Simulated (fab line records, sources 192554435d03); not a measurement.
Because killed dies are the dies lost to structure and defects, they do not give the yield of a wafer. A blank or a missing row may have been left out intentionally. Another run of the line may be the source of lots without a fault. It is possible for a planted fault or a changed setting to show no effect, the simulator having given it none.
Which of the tools did it? :: flow n5 finfet :: Sampling: 23 lots, 69 wafers, 4 of 1938 route steps

WHAT THE GAUGES SHOWED, per wafer
N5_BEOL_M7_CD_MEAS_18: pitch 80 nm, target cd 40 nm. Usual: 39.9 nm for cd nm, sd 0.8.
lot: L074
measured: day 9 10:42
on: cd sem-03
cd nm (nm): 39.1 38.5 40.2
flag: 

lot: L075
measured: day 9 19:32
on: cd sem-02
cd nm (nm): 39.9 40.4 39.7
flag: 

lot: L076
measured: day 9 20:04
on: cd sem-02
cd nm (nm): 39.7 39.8 40.1
flag: 

lot: L077
measured: day 10 14:20
on: cd sem-02
cd nm (nm): 40.9 39.4 39.2
flag: 

lot: L079
measured: day 11 01:44
on: cd sem-02
cd nm (nm): 39.7 39.8 38.3
flag: 

lot: L078
measured: day 11 02:05
on: cd sem-03
cd nm (nm): 40.8 40.1 39.4
flag: 

lot: L080
measured: day 11 05:38
on: cd sem-01
cd nm (nm): 38.6 38.9 39.7
flag: 

lot: L082
measured: day 11 11:08
on: cd sem-03
cd nm (nm): 40.8 40.8 40.7
flag: 

lot: L081
measured: day 11 12:17
on: cd sem-02
cd nm (nm): 38.4 39.1 39.0
flag: 

lot: L083
measured: day 11 17:30
on: cd sem-02
cd nm (nm): 39.3 39.3 39.0
flag: 

lot: L084
measured: day 12 00:36
on: cd sem-01
cd nm (nm): 39.8 41.0 39.2
flag: 

lot: L085
measured: day 12 09:55
on: cd sem-01
cd nm (nm): 40.2 41.8 41.2
flag: 

lot: L086
measured: day 12 18:30
on: cd sem-01
cd nm (nm): 39.7 38.7 39.1
flag: 

lot: L090
measured: day 13 05:47
on: cd sem-01
cd nm (nm): 41.3 39.2 40.8
flag: 

lot: L089
measured: day 13 10:16
on: cd sem-03
cd nm (nm): 41.1 40.0 40.0
flag: 

lot: L088
measured: day 13 14:46
on: cd sem-01
cd nm (nm): 39.5 40.0 39.4
flag: 

lot: L093
measured: day 13 21:02
on: cd sem-02
cd nm (nm): 39.8 39.3 38.4
flag: 

lot: L092
measured: day 13 23:19
on: cd sem-01
cd nm (nm): 39.2 40.1 40.5
flag: 

lot: L091
measured: day 14 16:07
on: cd sem-03
cd nm (nm): 39.4 38.8 38.3
flag: 

lot: L094
measured: day 14 20:02
on: cd sem-03
cd nm (nm): 41.5 40.2 40.2
flag: 

lot: L096
measured: day 14 20:16
on: cd sem-03
cd nm (nm): 39.6 39.8 39.7
flag: 

lot: L095
measured: day 15 01:55
on: cd sem-03
cd nm (nm): 38.9 39.3 39.9
flag: 

lot: L097
measured: day 15 08:55
on: cd sem-02
cd nm (nm): 39.6 40.1 39.5
flag: 

EACH LOT AND THE TOOL THAT RAN IT (in order: tool; ch and the chambers of the sampled wafers; start)
lot: L074
N5_BEOL_M6_CMP_52: cmp-02 ch 1,2, day 9 06:47
N5_BEOL_M7_ILD_DEP_00: pecvd-02 ch 1,2, day 9 07:16
N5_BEOL_M7_STRIP_67: rie diel-06 ch 0,2,3, day 9 10:11

lot: L075
N5_BEOL_M6_CMP_52: cmp-02 ch 0,2,3, day 9 16:46
N5_BEOL_M7_ILD_DEP_00: pecvd-03 ch 0,2, day 9 17:14
N5_BEOL_M7_STRIP_67: rie diel-03 ch 0,3, day 9 19:19

lot: L076
N5_BEOL_M6_CMP_52: cmp-01 ch 1,2, day 9 17:01
N5_BEOL_M7_ILD_DEP_00: pecvd-02 ch 1,2, day 9 17:31
N5_BEOL_M7_STRIP_67: rie diel-03 ch 0,2, day 9 19:50

lot: L077
N5_BEOL_M6_CMP_52: cmp-02 ch 0,2,3, day 10 10:17
N5_BEOL_M7_ILD_DEP_00: pecvd-04 ch 0,1, day 10 10:45
N5_BEOL_M7_STRIP_67: rie diel-06 ch 0,1,3, day 10 14:02

lot: L079
N5_BEOL_M6_CMP_52: cmp-01 ch 1,2, day 10 21:05
N5_BEOL_M7_ILD_DEP_00: pecvd-03 ch 1,2, day 10 21:35
N5_BEOL_M7_STRIP_67: rie diel-06 ch 0,1,2, day 11 01:22

lot: L078
N5_BEOL_M6_CMP_52: cmp-02 ch 1,2, day 10 21:08
N5_BEOL_M7_ILD_DEP_00: pecvd-04 ch 0,1, day 10 21:37
N5_BEOL_M7_STRIP_67: rie diel-06 ch 1,2,3, day 11 01:40

lot: L080
N5_BEOL_M6_CMP_52: cmp-04 ch 0,2,3, day 11 02:15
N5_BEOL_M7_ILD_DEP_00: pecvd-04 ch 0,1,2, day 11 02:39
N5_BEOL_M7_STRIP_67: rie diel-06 ch 1,2,3, day 11 05:20

lot: L082
N5_BEOL_M6_CMP_52: cmp-02 ch 1,2,3, day 11 06:03
N5_BEOL_M7_ILD_DEP_00: pecvd-02 ch 0,1, day 11 06:31
N5_BEOL_M7_STRIP_67: rie diel-04 ch 1,2,3, day 11 10:49

lot: L081
N5_BEOL_M6_CMP_52: cmp-02 ch 0,1,2, day 11 06:35
N5_BEOL_M7_ILD_DEP_00: pecvd-02 ch 0,1,2, day 11 07:00
N5_BEOL_M7_STRIP_67: rie diel-06 ch 2,3, day 11 11:53

lot: L083
N5_BEOL_M6_CMP_52: cmp-01 ch 0,3, day 11 14:24
N5_BEOL_M7_ILD_DEP_00: pecvd-04 ch 0,1, day 11 14:51
N5_BEOL_M7_STRIP_67: rie diel-03 ch 1,3, day 11 17:16

lot: L084
N5_BEOL_M6_CMP_52: cmp-02 ch 0,1,3, day 11 22:03
N5_BEOL_M7_ILD_DEP_00: pecvd-02 ch 0,1,2, day 11 22:28
N5_BEOL_M7_STRIP_67: rie diel-04 ch 1,3, day 12 00:23

lot: L085
N5_BEOL_M6_CMP_52: cmp-02 ch 0,1,2, day 12 07:20
N5_BEOL_M7_ILD_DEP_00: pecvd-04 ch 0,1,2, day 12 07:50
N5_BEOL_M7_STRIP_67: rie diel-04 ch 0,2,3, day 12 09:41

lot: L086
N5_BEOL_M6_CMP_52: cmp-01 ch 1,2,3, day 12 14:20
N5_BEOL_M7_ILD_DEP_00: pecvd-02 ch 0,1, day 12 14:49
N5_BEOL_M7_STRIP_67: rie diel-03 ch 0,1,2, day 12 18:16

lot: L090
N5_BEOL_M6_CMP_52: cmp-01 ch 0,2, day 13 03:28
N5_BEOL_M7_ILD_DEP_00: pecvd-04 ch 0,1, day 13 03:55
N5_BEOL_M7_STRIP_67: rie diel-04 ch 1,2, day 13 05:34

lot: L089
N5_BEOL_M6_CMP_52: cmp-04 ch 1,2, day 13 06:49
N5_BEOL_M7_ILD_DEP_00: pecvd-03 ch 0,1, day 13 07:16
N5_BEOL_M7_STRIP_67: rie diel-04 ch 0,1, day 13 09:59

lot: L088
N5_BEOL_M6_CMP_52: cmp-04 ch 0,1, day 13 12:25
N5_BEOL_M7_ILD_DEP_00: pecvd-02 ch 0,1,2, day 13 12:55
N5_BEOL_M7_STRIP_67: rie diel-03 ch 0,1, day 13 14:33

lot: L093
N5_BEOL_M6_CMP_52: cmp-01 ch 0,1,2, day 13 18:07
N5_BEOL_M7_ILD_DEP_00: pecvd-04 ch 0,1,2, day 13 18:34
N5_BEOL_M7_STRIP_67: rie diel-06 ch 0,2,3, day 13 20:49

lot: L092
N5_BEOL_M6_CMP_52: cmp-01 ch 0,2,3, day 13 18:50
N5_BEOL_M7_ILD_DEP_00: pecvd-03 ch 0,1,2, day 13 19:20
N5_BEOL_M7_STRIP_67: rie diel-03 ch 0,1,3, day 13 23:05

lot: L091
N5_BEOL_M6_CMP_52: cmp-01 ch 0,2,3, day 14 12:34
N5_BEOL_M7_ILD_DEP_00: pecvd-03 ch 0,2, day 14 13:01
N5_BEOL_M7_STRIP_67: rie diel-03 ch 0,1,3, day 14 15:53

lot: L094
N5_BEOL_M6_CMP_52: cmp-04 ch 1,3, day 14 15:47
N5_BEOL_M7_ILD_DEP_00: pecvd-04 ch 1,2, day 14 16:14
N5_BEOL_M7_STRIP_67: rie diel-04 ch 0,2,3, day 14 19:44

lot: L096
N5_BEOL_M6_CMP_52: cmp-02 ch 0,3, day 14 17:06
N5_BEOL_M7_ILD_DEP_00: pecvd-04 ch 0,1, day 14 17:35
N5_BEOL_M7_STRIP_67: rie diel-04 ch 0,3, day 14 19:59

lot: L095
N5_BEOL_M6_CMP_52: cmp-02 ch 0,1,2, day 14 20:47
N5_BEOL_M7_ILD_DEP_00: pecvd-04 ch 1,2, day 14 21:10
N5_BEOL_M7_STRIP_67: rie diel-03 ch 0,3, day 15 01:41

lot: L097
N5_BEOL_M6_CMP_52: cmp-04 ch 0,1, day 15 05:15
N5_BEOL_M7_ILD_DEP_00: pecvd-03 ch 0,1,2, day 15 05:42
N5_BEOL_M7_STRIP_67: rie diel-04 ch 0,3, day 15 08:37
- N5_BEOL_M6_CMP_52: polishes, stops on SiCOH lowk, t overpolish 6.9 s, target thk 80 nm.
- N5_BEOL_M7_ILD_DEP_00: deposits SiCOH lowk from DEMS/porogen, target thk 179.75 nm, time 33.4 s.
- N5_BEOL_M7_STRIP_67: strips in CF4.

WHAT THE TOOLS THEMSELVES READ (means of the sampled wafers that have a number; where no wafer has one, the mark that the record gives instead)
N5_BEOL_M6_CMP_52. Usual: barrier field endpoint s 28.5 s, standard deviation 0.91; motor current A 6.0 A, standard deviation 0.79; overpolish run s 6.900 s, standard deviation 0.0089; slurry flow ml min 150.1, standard deviation 0.51; time to endpoint s 61 s, standard deviation 3.7.
lot: L074
tool: cmp-02
barrier field endpoint s (s): 28.6
motor current A (A): 6.6
overpolish run s (s): 6.906
slurry flow ml min: 149.6
time to endpoint s (s): 61
flag: 

lot: L075
tool: cmp-02
barrier field endpoint s (s): 28.7
motor current A (A): 6.2
overpolish run s (s): 6.894
slurry flow ml min: 150.3
time to endpoint s (s): 62
flag: 

lot: L076
tool: cmp-01
barrier field endpoint s (s): 27.4
motor current A (A): 5.9
overpolish run s (s): 6.900
slurry flow ml min: 150.0
time to endpoint s (s): 60
flag: 

lot: L077
tool: cmp-02
barrier field endpoint s (s): 28.5
motor current A (A): 6.2
overpolish run s (s): 6.904
slurry flow ml min: 150.2
time to endpoint s (s): 61
flag: 

lot: L079
tool: cmp-01
barrier field endpoint s (s): 27.1
motor current A (A): 5.9
overpolish run s (s): 6.890
slurry flow ml min: 149.7
time to endpoint s (s): 56
flag: 

lot: L078
tool: cmp-02
barrier field endpoint s (s): 28.3
motor current A (A): 6.5
overpolish run s (s): 6.903
slurry flow ml min: 149.6
time to endpoint s (s): 59
flag: 

lot: L080
tool: cmp-04
barrier field endpoint s (s): 27.9
motor current A (A): 6.1
overpolish run s (s): 6.893
slurry flow ml min: 150.1
time to endpoint s (s): 59
flag: 

lot: L082
tool: cmp-02
barrier field endpoint s (s): 27.9
motor current A (A): 6.3
overpolish run s (s): 6.903
slurry flow ml min: 149.8
time to endpoint s (s): 59
flag: 

lot: L081
tool: cmp-02
barrier field endpoint s (s): 28.5
motor current A (A): 6.6
overpolish run s (s): 6.906
slurry flow ml min: 149.9
time to endpoint s (s): 62
flag: 

lot: L083
tool: cmp-01
barrier field endpoint s (s): 29.3
motor current A (A): 5.6
overpolish run s (s): 6.903
slurry flow ml min: 149.9
time to endpoint s (s): 63
flag: 

lot: L084
tool: cmp-02
barrier field endpoint s (s): 28.6
motor current A (A): 6.8
overpolish run s (s): 6.898
slurry flow ml min: 149.5
time to endpoint s (s): 65
flag: 

lot: L085
tool: cmp-02
barrier field endpoint s (s): 28.1
motor current A (A): 6.6
overpolish run s (s): 6.900
slurry flow ml min: 150.0
time to endpoint s (s): 59
flag: 

lot: L086
tool: cmp-01
barrier field endpoint s (s): 28.9
motor current A (A): 5.5
overpolish run s (s): 6.898
slurry flow ml min: 150.3
time to endpoint s (s): 60
flag: 

lot: L090
tool: cmp-01
barrier field endpoint s (s): 29.1
motor current A (A): 5.2
overpolish run s (s): 6.899
slurry flow ml min: 150.2
time to endpoint s (s): 61
flag: 

lot: L089
tool: cmp-04
barrier field endpoint s (s): 27.8
motor current A (A): 5.3
overpolish run s (s): 6.899
slurry flow ml min: 150.5
time to endpoint s (s): 58
flag: 

lot: L088
tool: cmp-04
barrier field endpoint s (s): 29.1
motor current A (A): 5.1
overpolish run s (s): 6.900
slurry flow ml min: 150.4
time to endpoint s (s): 60
flag: 

lot: L093
tool: cmp-01
barrier field endpoint s (s): 28.5
motor current A (A): 5.9
overpolish run s (s): 6.899
slurry flow ml min: 150.4
time to endpoint s (s): 62
flag: 

lot: L092
tool: cmp-01
barrier field endpoint s (s): 28.8
motor current A (A): 5.4
overpolish run s (s): 6.889
slurry flow ml min: 150.4
time to endpoint s (s): 61
flag: 

lot: L091
tool: cmp-01
barrier field endpoint s (s): 28.8
motor current A (A): 5.3
overpolish run s (s): 6.902
slurry flow ml min: 149.9
time to endpoint s (s): 61
flag: 

lot: L094
tool: cmp-04
barrier field endpoint s (s): 27.7
motor current A (A): 5.2
overpolish run s (s): 6.902
slurry flow ml min: 149.5
time to endpoint s (s): 59
flag: 

lot: L096
tool: cmp-02
barrier field endpoint s (s): 29.4
motor current A (A): 6.2
overpolish run s (s): 6.894
slurry flow ml min: 150.1
time to endpoint s (s): 64
flag: 

lot: L095
tool: cmp-02
barrier field endpoint s (s): 29.1
motor current A (A): 6.6
overpolish run s (s): 6.899
slurry flow ml min: 150.4
time to endpoint s (s): 61
flag: 

lot: L097
tool: cmp-04
barrier field endpoint s (s): 30.0
motor current A (A): 5.6
overpolish run s (s): 6.900
slurry flow ml min: 149.8
time to endpoint s (s): 68
flag: 

N5_BEOL_M7_ILD_DEP_00. Usual: heater power w 300 W, standard deviation 62; showerhead plenum p Torr 5.735 Torr, standard deviation 0.017; throttle valve pct 13.8 %, standard deviation 1.1.
lot: L074
tool: pecvd-02
heater power w (W): 336
showerhead plenum p Torr (Torr): 5.746
throttle valve pct (%): 13.4
flag: 

lot: L075
tool: pecvd-03
heater power w (W): 292
showerhead plenum p Torr (Torr): 5.722
throttle valve pct (%): 14.1
flag: 

lot: L076
tool: pecvd-02
heater power w (W): 333
showerhead plenum p Torr (Torr): 5.744
throttle valve pct (%): 13.1
flag: 

lot: L077
tool: pecvd-04
heater power w (W): 264
showerhead plenum p Torr (Torr): 5.738
throttle valve pct (%): 14.0
flag: 

lot: L079
tool: pecvd-03
heater power w (W): 296
showerhead plenum p Torr (Torr): 5.717
throttle valve pct (%): 13.2
flag: 

lot: L078
tool: pecvd-04
heater power w (W): 284
showerhead plenum p Torr (Torr): 5.739
throttle valve pct (%): 13.8
flag: 

lot: L080
tool: pecvd-04
heater power w (W): 320
showerhead plenum p Torr (Torr): 5.727
throttle valve pct (%): 13.8
flag: 

lot: L082
tool: pecvd-02
heater power w (W): 303
showerhead plenum p Torr (Torr): 5.745
throttle valve pct (%): 13.3
flag: 

lot: L081
tool: pecvd-02
heater power w (W): 293
showerhead plenum p Torr (Torr): 5.747
throttle valve pct (%): 13.3
flag: 

lot: L083
tool: pecvd-04
heater power w (W): 274
showerhead plenum p Torr (Torr): 5.732
throttle valve pct (%): 14.0
flag: 

lot: L084
tool: pecvd-02
heater power w (W): 280
showerhead plenum p Torr (Torr): 5.753
throttle valve pct (%): 13.2
flag: 

lot: L085
tool: pecvd-04
heater power w (W): 293
showerhead plenum p Torr (Torr): 5.727
throttle valve pct (%): 13.8
flag: 

lot: L086
tool: pecvd-02
heater power w (W): 232
showerhead plenum p Torr (Torr): 5.757
throttle valve pct (%): 13.1
flag: 

lot: L090
tool: pecvd-04
heater power w (W): 263
showerhead plenum p Torr (Torr): 5.745
throttle valve pct (%): 13.9
flag: 

lot: L089
tool: pecvd-03
heater power w (W): 281
showerhead plenum p Torr (Torr): 5.722
throttle valve pct (%): 16.1
flag: 

lot: L088
tool: pecvd-02
heater power w (W): 305
showerhead plenum p Torr (Torr): 5.746
throttle valve pct (%): 13.2
flag: 

lot: L093
tool: pecvd-04
heater power w (W): 287
showerhead plenum p Torr (Torr): 5.727
throttle valve pct (%): 13.8
flag: 

lot: L092
tool: pecvd-03
heater power w (W): 307
showerhead plenum p Torr (Torr): 5.728
throttle valve pct (%): 14.7
flag: 

lot: L091
tool: pecvd-03
heater power w (W): 344
showerhead plenum p Torr (Torr): 5.727
throttle valve pct (%): 14.2
flag: 

lot: L094
tool: pecvd-04
heater power w (W): 359
showerhead plenum p Torr (Torr): 5.719
throttle valve pct (%): 13.7
flag: 

lot: L096
tool: pecvd-04
heater power w (W): 259
showerhead plenum p Torr (Torr): 5.733
throttle valve pct (%): 13.9
flag: 

lot: L095
tool: pecvd-04
heater power w (W): 335
showerhead plenum p Torr (Torr): 5.727
throttle valve pct (%): 13.6
flag: 

lot: L097
tool: pecvd-03
heater power w (W): 292
showerhead plenum p Torr (Torr): 5.721
throttle valve pct (%): 14.6
flag: 

N5_BEOL_M7_STRIP_67. Usual: drypump motor current A 5.6 A, standard deviation 0.43; oes product au 0.79 a.u., standard deviation 0.085; rf vpp V 271.3 V, standard deviation 1.6; showerhead plenum p Torr 1.80 Torr, standard deviation 0.049; throttle valve pct 13.67 %, standard deviation 0.21.
lot: L074
tool: rie diel-06
drypump motor current A (A): 5.8
oes product au (a.u.): 0.80
rf vpp V (V): 270.8
showerhead plenum p Torr (Torr): 1.78
throttle valve pct (%): 13.56
flag: 

lot: L075
tool: rie diel-03
drypump motor current A (A): 5.9
oes product au (a.u.): 0.81
rf vpp V (V): 270.9
showerhead plenum p Torr (Torr): 1.80
throttle valve pct (%): 13.66
flag: 

lot: L076
tool: rie diel-03
drypump motor current A (A): 5.2
oes product au (a.u.): 0.77
rf vpp V (V): 271.6
showerhead plenum p Torr (Torr): 1.78
throttle valve pct (%): 13.61
flag: 

lot: L077
tool: rie diel-06
drypump motor current A (A): 5.7
oes product au (a.u.): 0.80
rf vpp V (V): 271.6
showerhead plenum p Torr (Torr): 1.79
throttle valve pct (%): 13.58
flag: 

lot: L079
tool: rie diel-06
drypump motor current A (A): 5.6
oes product au (a.u.): 0.75
rf vpp V (V): 270.5
showerhead plenum p Torr (Torr): 1.77
throttle valve pct (%): 13.78
flag: 

lot: L078
tool: rie diel-06
drypump motor current A (A): 6.0
oes product au (a.u.): 0.76
rf vpp V (V): 270.6
showerhead plenum p Torr (Torr): 1.79
throttle valve pct (%): 13.73
flag: 

lot: L080
tool: rie diel-06
drypump motor current A (A): 6.0
oes product au (a.u.): 0.75
rf vpp V (V): 270.7
showerhead plenum p Torr (Torr): 1.79
throttle valve pct (%): 13.73
flag: 

lot: L082
tool: rie diel-04
drypump motor current A (A): 5.4
oes product au (a.u.): 0.75
rf vpp V (V): 269.8
showerhead plenum p Torr (Torr): 1.74
throttle valve pct (%): 13.71
flag: 

lot: L081
tool: rie diel-06
drypump motor current A (A): 6.2
oes product au (a.u.): 0.79
rf vpp V (V): 271.0
showerhead plenum p Torr (Torr): 1.80
throttle valve pct (%): 13.57
flag: 

lot: L083
tool: rie diel-03
drypump motor current A (A): 5.7
oes product au (a.u.): 0.86
rf vpp V (V): 272.9
showerhead plenum p Torr (Torr): 1.85
throttle valve pct (%): 13.54
flag: 

lot: L084
tool: rie diel-04
drypump motor current A (A): 5.1
oes product au (a.u.): 0.79
rf vpp V (V): 270.1
showerhead plenum p Torr (Torr): 1.75
throttle valve pct (%): 13.56
flag: 

lot: L085
tool: rie diel-04
drypump motor current A (A): 5.6
oes product au (a.u.): 0.85
rf vpp V (V): 271.4
showerhead plenum p Torr (Torr): 1.81
throttle valve pct (%): 13.64
flag: 

lot: L086
tool: rie diel-03
drypump motor current A (A): 5.3
oes product au (a.u.): 0.80
rf vpp V (V): 271.7
showerhead plenum p Torr (Torr): 1.81
throttle valve pct (%): 13.52
flag: 

lot: L090
tool: rie diel-04
drypump motor current A (A): 5.4
oes product au (a.u.): 0.78
rf vpp V (V): 271.0
showerhead plenum p Torr (Torr): 1.81
throttle valve pct (%): 13.63
flag: 

lot: L089
tool: rie diel-04
drypump motor current A (A): 5.7
oes product au (a.u.): 0.69
rf vpp V (V): 270.7
showerhead plenum p Torr (Torr): 1.77
throttle valve pct (%): 13.87
flag: 

lot: L088
tool: rie diel-03
drypump motor current A (A): 5.3
oes product au (a.u.): 0.80
rf vpp V (V): 272.4
showerhead plenum p Torr (Torr): 1.85
throttle valve pct (%): 13.64
flag: 

lot: L093
tool: rie diel-06
drypump motor current A (A): 5.8
oes product au (a.u.): 0.84
rf vpp V (V): 270.7
showerhead plenum p Torr (Torr): 1.77
throttle valve pct (%): 13.48
flag: 

lot: L092
tool: rie diel-03
drypump motor current A (A): 5.6
oes product au (a.u.): 0.79
rf vpp V (V): 272.0
showerhead plenum p Torr (Torr): 1.82
throttle valve pct (%): 13.69
flag: 

lot: L091
tool: rie diel-03
drypump motor current A (A): 5.6
oes product au (a.u.): 0.78
rf vpp V (V): 271.0
showerhead plenum p Torr (Torr): 1.82
throttle valve pct (%): 13.70
flag: 

lot: L094
tool: rie diel-04
drypump motor current A (A): 5.6
oes product au (a.u.): 0.81
rf vpp V (V): 271.3
showerhead plenum p Torr (Torr): 1.80
throttle valve pct (%): 13.69
flag: 

lot: L096
tool: rie diel-04
drypump motor current A (A): 5.4
oes product au (a.u.): 0.77
rf vpp V (V): 271.1
showerhead plenum p Torr (Torr): 1.75
throttle valve pct (%): 13.69
flag: 

lot: L095
tool: rie diel-03
drypump motor current A (A): 5.9
oes product au (a.u.): 0.78
rf vpp V (V): 271.3
showerhead plenum p Torr (Torr): 1.79
throttle valve pct (%): 13.75
flag: 

lot: L097
tool: rie diel-04
drypump motor current A (A): 5.4
oes product au (a.u.): 0.77
rf vpp V (V): 270.6
showerhead plenum p Torr (Torr): 1.75
throttle valve pct (%): 13.70
flag: 

THE ANSWER, worked out from the rows above alone
Rule: a lot is off if the mean of its wafers that have a number lies more than 3 standard deviations from the usual mean. A lot without any number at a reading at which 4 lots or more have one is off too. Any other lot the step has rows for is counted as sound. First the gauges in route order, then the tools' own readings, where a lot's mean is used as printed above. At the first step where some lot is off, the reading lying furthest off is the one used; lots without a number count as furthest.
None of the lots is off at any reading shown; this tells nothing.

WHAT WAS PUT IN BY THE SIMULATOR
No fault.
